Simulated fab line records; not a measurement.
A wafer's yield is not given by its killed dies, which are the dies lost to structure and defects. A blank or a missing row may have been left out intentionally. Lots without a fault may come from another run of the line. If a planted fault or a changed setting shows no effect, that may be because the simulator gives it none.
Chamber matching + flow nand_harc + rie_diel-11 running NHARC_P_M2_STRIP_18: 4 sister chambers
The step strips in N2/H2. 4 wafers are shown with their chamber, then 8 later ones without.

WAFERS, EACH WITH ITS CHAMBER
| wafer  | chamber | drypump_motor_current_A (A) |
|--------|---------|-----------------------------|
| L079.5 | 1       | 5.9                         |
| L092.1 | 0       | 6.6                         |
| L092.4 | 3       | 6.4                         |
| L093.1 | 2       | 5.4                         |

WAFERS WHOSE CHAMBER IS MISSING
| wafer  | drypump_motor_current_A (A) |
|--------|-----------------------------|
| L093.4 | 6.7                         |
| L093.6 | 5.8                         |
| L096.1 | 5.5                         |
| L096.3 | 6.4                         |
| L096.4 | 5.4                         |
| L097.1 | 5.9                         |
| L097.2 | 5.5                         |
| L097.5 | 5.8                         |

THE CHAMBER EACH PASSED THROUGH
| wafer  | from the rows above | in truth |
|--------|---------------------|----------|
| L093.4 | 0                   | 0        |
| L093.6 | 1                   | 1        |
| L096.1 | 2                   | 2        |
| L096.3 | 3                   | 3        |
| L096.4 | 2                   | 2        |
| L097.1 | 1                   | 1        |
| L097.2 | 2                   | 2        |
| L097.5 | 1                   | 1        |
8 of 8 placed correctly. Not placeable from these rows: 0. 0 placed wrongly.
How it was worked out, from the rows above alone: a wafer's distance from a chamber is the root of the sum, over the readings, of the square of ((its reading less the chamber's mean) divided by the reading's scatter). If the next closest chamber is less than 2 further off than the closest, the wafer can't be placed; otherwise it belongs to the closest. A chamber's mean is the mean of its shown wafers. The scatter: root of mean squared gap, hidden wafer to nearest shown wafer, with one shown wafer a chamber.
